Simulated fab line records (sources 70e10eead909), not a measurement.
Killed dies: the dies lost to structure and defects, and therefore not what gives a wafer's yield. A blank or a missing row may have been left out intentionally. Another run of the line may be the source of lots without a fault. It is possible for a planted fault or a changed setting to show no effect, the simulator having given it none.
fab line records | flow nand-harc
record lots=7 wafers=18 last-day=32
route steps=1302 shown A_ONON_D2@548
lots that met no fault: taken from a fault-free run of the same line
start-h: the number of hours between the record's first day and the start of the first shown wafer of the lot | wait-h: time in hours since the lot's previous step | " the same as in the row above | L1.1+2: a row that stands for several wafers | - no value, or no start was given | * or withheld: withheld | < > ~ a bound
route shown NAME@n: NAME is a module with steps in the file, n the number in the route of the first one | usual: mean/standard deviation taken from wafers without a fault | same: alike in all rows | chamber/n: place in a boat | sites: the reading at each site | _std_site: their standard deviation | _edge_site: inner sites' mean taken away from outer sites' mean | radius-mm: how far each site lies from the wafer's centre | mask NAME#n: copy n | behind: the tool/chamber that last shaped the wafer | hold: cause of the lot's hold/its duration in hours/its outcome | device: the transistor (n, p or np) that didn't switch | end of line: the same wafers' tests at the end of the route | step lacking rows: just its recipe | killed: not the wafer's yield, but the dies lost to structure and defects at the first sort | map: a wafer's dies, marking killed ones x, the rest . and places with no die _
set.NAME: the setting that was run; set.NAME@STEP: the one run at that earlier step | model.NAME: the simulator's own value behind a step, which no gauge read
certain route steps with their lots: each step a table, each wafer a row
services: the hour from which a tool's chamber was out of use, counted from the record's first day as start-h (under 0 if before that day), plus the number of hours and why
## steps
# step NHARC_A_ONON_D2_THK_MEAS_05
# recipe thk-meas-gauge=ellipsometry
# usual thk-nm=998/11
# columns lot.wafer tool chamber start-h wait-h thk-nm
L837.2 film-metro-01 - 271.14 - 995
L837.5 " - " " 994
L837.6 " - " " 995
L843.2 film-metro-02 - 330.30 - 982
L843.4 " - " " 982
L843.5 " - " " 983
L849.2 film-metro-01 - 413.63 - 1007
L849.5 " - " " 1006
L852.1 film-metro-02 - 424.93 - 992
L852.4 " - " " 992
L850.4 film-metro-01 - 435.10 - 1007
L850.5 " - " " 1005
L854.1 film-metro-01 - 447.50 - 1003
L854.3 " - " " 1002
L854.4 " - " " 1001
L855.1 film-metro-02 - 464.57 - 986
L855.2 " - " " 987
L855.4 " - " " 987
# step NHARC_A_ONON_D2_DEP_06
# recipe target-thk-a=10000 n2-flow-sccm=2750 n2o-flow-sccm=2000 nh3-flow-sccm=500 sih4-flow-sccm=210 temp-c=400
# step NHARC_A_ONON_D2_THK_MEAS_08
# recipe thk-meas-gauge=ellipsometry
# usual thk-nm=998/12
# columns lot.wafer tool chamber start-h wait-h thk-nm
L837.2 film-metro-01 - 271.71 - 1003
L837.5 " - " " 1001
L837.6 " - " " 1002
L843.2 film-metro-01 - 330.87 - 1001
L843.4 " - " " 1001
L843.5 " - " " 1000
L849.2 film-metro-01 - 414.20 - 982
L849.5 " - " " 982
L852.1 film-metro-02 - 425.49 - 1003
L852.4 " - " " 1001
L850.4 film-metro-02 - 435.66 - 1003
L850.5 " - " " 1004
L854.1 film-metro-01 - 448.07 - 983
L854.3 " - " " 987
L854.4 " - " " 985
L855.1 film-metro-01 - 465.14 - 992
L855.2 " - " " 992
L855.4 " - " " 991
# step NHARC_A_ONON_D2_DEP_09
# recipe target-thk-a=10000 n2-flow-sccm=2750 n2o-flow-sccm=2000 nh3-flow-sccm=500 sih4-flow-sccm=210 temp-c=400
# step NHARC_A_ONON_D2_THK_MEAS_11
# recipe thk-meas-gauge=ellipsometry
# usual thk-nm=1001/12
# columns lot.wafer tool chamber start-h wait-h thk-nm
L837.2 film-metro-01 - 272.28 - 1005
L837.5 " - " " 1005
L837.6 " - " " 1006
L843.2 film-metro-02 - 331.44 - 994
L843.4 " - " " 992
L843.5 " - " " 993
L849.2 film-metro-02 - 414.77 - 1006
L849.5 " - " " 1007
L852.1 film-metro-01 - 426.05 - 1011
L852.4 " - " " 1013
L850.4 film-metro-02 - 436.23 - 1003
L850.5 " - " " 1005
L854.1 film-metro-02 - 448.64 - 1010
L854.3 " - " " 1011
L854.4 " - " " 1013
L855.1 film-metro-01 - 465.71 - 973
L855.2 " - " " 971
L855.4 " - " " 973
# step NHARC_A_ONON_D2_DEP_12
# recipe target-thk-a=10000 n2-flow-sccm=2750 n2o-flow-sccm=2000 nh3-flow-sccm=500 sih4-flow-sccm=210 temp-c=400
# step NHARC_A_ONON_D2_THK_MEAS_14
# recipe thk-meas-gauge=ellipsometry
# usual thk-nm=1003/8.6
# columns lot.wafer tool chamber start-h wait-h thk-nm
L837.2 film-metro-01 - 272.84 - 1014
L837.5 " - " " 1015
L837.6 " - " " 1016
L843.2 film-metro-02 - 332.00 - 997
L843.4 " - " " 997
L843.5 " - " " 996
L849.2 film-metro-02 - 415.33 - 1007
L849.5 " - " " 1008
L852.1 film-metro-01 - 426.62 - 1012
L852.4 " - " " 1011
L850.4 film-metro-01 - 436.79 - 994
L850.5 " - " " 996
L854.1 film-metro-01 - 449.21 - 1009
L854.3 " - " " 1010
L854.4 " - " " 1011
L855.1 film-metro-02 - 466.28 - 991
L855.2 " - " " 990
L855.4 " - " " 990
# step NHARC_A_ONON_D2_ANNEAL_15
# recipe temp-c=750 time-s=3600
# step NHARC_A_ONON_D2_DEP_16
# recipe target-thk-a=10000 n2-flow-sccm=2750 n2o-flow-sccm=2000 nh3-flow-sccm=500 sih4-flow-sccm=210 temp-c=400
# step NHARC_A_ONON_D2_THK_MEAS_18
# recipe thk-meas-gauge=ellipsometry
# usual thk-nm=1000/8.4
# columns lot.wafer tool chamber start-h wait-h thk-nm
L837.2 film-metro-01 - 283.17 - 993
L837.5 " - " " 992
L837.6 " - " " 993
L843.2 film-metro-02 - 339.35 - 1001
L843.4 " - " " 1001
L843.5 " - " " 1001
L849.2 film-metro-02 - 423.09 - 998
L849.5 " - " " 998
L852.1 film-metro-01 - 433.97 - 1004
L852.4 " - " " 1004
L850.4 film-metro-01 - 444.57 - 993
L850.5 " - " " 995
L854.1 film-metro-01 - 456.53 - 988
L854.3 " - " " 988
L854.4 " - " " 987
L855.1 film-metro-01 - 473.60 - 989
L855.2 " - " " 988
L855.4 " - " " 990
# step NHARC_A_ONON_D2_DEP_19
# recipe target-thk-a=10000 n2-flow-sccm=2750 n2o-flow-sccm=2000 nh3-flow-sccm=500 sih4-flow-sccm=210 temp-c=400
# step NHARC_A_ONON_D2_THK_MEAS_21
# recipe thk-meas-gauge=ellipsometry
# usual thk-nm=999/11
# columns lot.wafer tool chamber start-h wait-h thk-nm
L837.2 film-metro-02 - 283.73 - 988
L837.5 " - " " 987
L837.6 " - " " 985
L843.2 film-metro-02 - 339.92 - 995
L843.4 " - " " 994
L843.5 " - " " 995
L849.2 film-metro-02 - 423.65 - 989
L849.5 " - " " 990
L852.1 film-metro-02 - 434.54 - 985
L852.4 " - " " 984
L850.4 film-metro-01 - 445.13 - 991
L850.5 " - " " 991
L854.1 film-metro-01 - 457.10 - 1001
L854.3 " - " " 998
L854.4 " - " " 998
L855.1 film-metro-01 - 474.17 - 1009
L855.2 " - " " 1008
L855.4 " - " " 1008
# step NHARC_A_ONON_D2_DEP_22
# recipe target-thk-a=10000 n2-flow-sccm=2750 n2o-flow-sccm=2000 nh3-flow-sccm=500 sih4-flow-sccm=210 temp-c=400
# usual n2o-flow-sccm=2000/5.6
# columns lot.wafer tool chamber start-h wait-h n2o-flow-sccm
L837.2 pecvd-onon-03 0 283.85 0.1 1991
L837.5 " 0 " " 1992
L837.6 " 0 " " 2003
L843.2 pecvd-onon-01 0 340.04 0.1 1998
L843.4 " 0 " " 1994
L843.5 " 0 " " 1993
L849.2 pecvd-onon-03 0 423.77 0.1 2001
L849.5 " 0 " " 2000
L852.1 pecvd-onon-03 0 434.60 0.1 1993
L852.4 " 0 " " 1994
L850.4 pecvd-onon-03 0 445.36 0.2 2015
L850.5 " 0 " " 2003
L854.1 pecvd-onon-04 0 457.15 0.1 2003
L854.3 " 0 " " 2002
L854.4 " 0 " " 1998
L855.1 pecvd-onon-01 0 474.23 0.1 2001
L855.2 " 0 " " 2002
L855.4 " 0 " " 2003
# step NHARC_A_ONON_D2_THK_MEAS_24
# recipe thk-meas-gauge=ellipsometry
# usual thk-nm=1000/8.2
# columns lot.wafer tool chamber start-h wait-h thk-nm
L837.2 film-metro-01 - 284.30 - 990
L837.5 " - " " 991
L837.6 " - " " 990
L843.2 film-metro-01 - 340.49 - 1006
L843.4 " - " " 1008
L843.5 " - " " 1007
L849.2 film-metro-02 - 424.22 - 995
L849.5 " - " " 285
L852.1 film-metro-02 - 435.11 - 296
L852.4 " - " " 1007
L850.4 film-metro-02 - 445.70 - 1010
L850.5 " - " " 301
L854.1 film-metro-01 - 457.67 - 1004
L854.3 " - " " 1003
L854.4 " - " " 1004
L855.1 film-metro-01 - 474.74 - 1013
L855.2 " - " " 1013
L855.4 " - " " 1014
# step NHARC_A_ONON_D2_DEP_25
# recipe target-thk-a=10000 n2-flow-sccm=2750 n2o-flow-sccm=2000 nh3-flow-sccm=500 sih4-flow-sccm=210 temp-c=400
## services
# columns tool chamber start-h hours kind
pecvd-onon-01 - 269.04 13.0 pm
pecvd-onon-04 - 311.00 13.0 pm
pecvd-onon-03 - 408.06 13.0 pm
pecvd-onon-01 - 450.04 13.0 pm
## key
first-sign step=NHARC_A_ONON_D2_THK_MEAS_24 reading=thk-nm direction=down sigmas=86 usual=1000 struck=294
effect none on later readings
met-at NHARC_A_ONON_D2_DEP_22
struck-wafers L849.5,L850.5,L852.1
later-rows-left-out L849.5,L850.5,L852.1
sort-left-out L849.5,L850.5,L852.1
tester-left-out L849,L850,L852
onset-between 283.85 423.77
fault kind=process-parameter-drift tool=pecvd-onon-03 chamber=- onset-h=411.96 steps=NHARC_A_ONON_D2_DEP_22 channel=target-thk-a offset=* shape=step end-h=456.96 scope=struck-wafers-only acts-in=* stated=*
# tester-left-out: of these lots the tester's yield and bins aren't shown, on N5 and GAA mostly nor the transistor test; their killed dies are dies lost to structure and defects alone, not to doping, threshold or leakage, so they don't give the yield
# sort-left-out: the simulated sort isn't trusted on such a fault, so these wafers' sort isn't shown, and their yield isn't known
# later-rows-left-out: the simulator's readings of these wafers behind a module that went badly wrong aren't trusted and aren't shown, but for the sort
